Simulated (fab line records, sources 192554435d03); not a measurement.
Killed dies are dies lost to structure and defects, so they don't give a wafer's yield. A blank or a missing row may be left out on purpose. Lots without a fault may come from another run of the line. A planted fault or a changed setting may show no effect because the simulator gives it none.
One fault seen from 2 desks | flow n5_finfet | each desk has only its own numbers; what lay behind them comes last

THE TOOL OWNER'S DESK: rie_metal-02
The tool's own readings at N5_GATE_CUT_CUT_ETCH_54 (etches TiN in Cl2/BCl3, target depth 96.7 nm): means of the sampled wafers that have a number, for each lot that ran on this tool. A lot is out of limits, marked OUT, if its mean lies more than 4 standard deviations from the usual mean; the brackets give that distance.
Columns: A = bias_w at N5_GATE_CUT_CUT_ETCH_54, usual 126.1 W; B = drypump_motor_current_A at N5_GATE_CUT_CUT_ETCH_54, usual 5.6 A; C = etch_rf_on_time_s at N5_GATE_CUT_CUT_ETCH_54, usual 36.5 s; D = mfc_ar_sccm at N5_GATE_CUT_CUT_ETCH_54, usual 24.99 sccm; E = oes_product_au at N5_GATE_CUT_CUT_ETCH_54, usual 0.62 a.u.; F = throttle_valve_pct at N5_GATE_CUT_CUT_ETCH_54, usual 22.42 %
lot  | first seen here | A     | B   | C               | D     | E    | F
L593 | day 5 16:51     | 125.7 | 5.5 | 44.4 (+18) OUT  | 24.94 | 0.49 | 22.57
L594 | day 6 00:02     | 126.1 | 5.6 | 40.2 (+8.5) OUT | 24.97 | 0.51 | 22.65
L607 | day 9 10:40     | 125.9 | 5.6 | 36.9            | 25.07 | 0.75 | 22.39
L611 | day 10 07:21    | 126.0 | 5.5 | 36.8            | 25.02 | 0.66 | 22.35
L610 | day 10 08:23    | 125.8 | 5.5 | 36.4            | 25.03 | 0.66 | 22.35
This desk's finding: out of limits on L593, L594; first on L593, day 5 16:51 (etch_rf_on_time_s at N5_GATE_CUT_CUT_ETCH_54). In limits: L607, L611, L610.

THE METROLOGY DESK
What the gauges read, lot by lot, whatever tool the lot ran on: means of the sampled wafers that have a number. A lot is out of limits, marked OUT, if its mean lies more than 4 standard deviations from the usual mean; the brackets give that distance. Of its 10 readings 7 are shown: those that lie furthest out on some lot.
Columns: A = DIBL_N at N5_BEOL_M4_RC_MEAS_101, usual 36.1 mV/V; B = DIBL_P at N5_BEOL_M4_RC_MEAS_101, usual 35.7 mV/V; C = IOFF_N at N5_BEOL_M4_RC_MEAS_101, usual 0.159 nA/um; D = ION_N at N5_BEOL_M4_RC_MEAS_101, usual 673 uA/um; E = ION_P at N5_BEOL_M4_RC_MEAS_101, usual 462 uA/um; F = VT_N at N5_BEOL_M4_RC_MEAS_101, usual 249.7 mV; G = VT_P at N5_BEOL_M4_RC_MEAS_101, usual -250 mV
lot  | first seen here | A    | B    | C     | D   | E   | F     | G
L593 | day 8 23:52     | 36.4 | 34.9 | 0.162 | 671 | 463 | 250.1 | -250
L594 | day 9 06:56     | 36.3 | 36.8 | 0.170 | 674 | 448 | 249.4 | -253
L603 | day 11 15:17    | 38.6 | 37.3 | 0.191 | 685 | 460 | 248.2 | -252
L605 | day 12 12:33    | 36.2 | 37.0 | 0.189 | 686 | 465 | 246.0 | -250
L607 | day 12 18:56    | 36.3 | 33.5 | 0.143 | 660 | 452 | 252.2 | -254
L609 | day 13 21:15    | 36.2 | 35.9 | 0.173 | 676 | 460 | 249.5 | -251
L611 | day 14 16:55    | 37.4 | 35.8 | 0.160 | 675 | 472 | 248.7 | -248
L610 | day 15 05:43    | 35.5 | 35.1 | 0.165 | 675 | 470 | 247.4 | -244
This desk's finding: nothing out of limits on any of the 8 lots.

PUT TOGETHER
The tool owner's desk could have raised an alarm at day 5 16:51, on L593, L594.
The metrology desk saw nothing out of limits.
The metrology desk has L593, L594 on record, within its limits.
Of the lots named, all ran N5_GATE_CUT_CUT_ETCH_54 on rie_metal-02.

WHAT THE SIMULATOR HAD PUT IN
Process parameter drift: rie_metal-02, from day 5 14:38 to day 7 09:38, at N5_GATE_CUT_CUT_ETCH_54. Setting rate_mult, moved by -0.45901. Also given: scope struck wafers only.
Lots struck among those shown: L593, L594.
Hours from the fault's start to each desk's first reading out of limits: the tool owner's desk, 2.
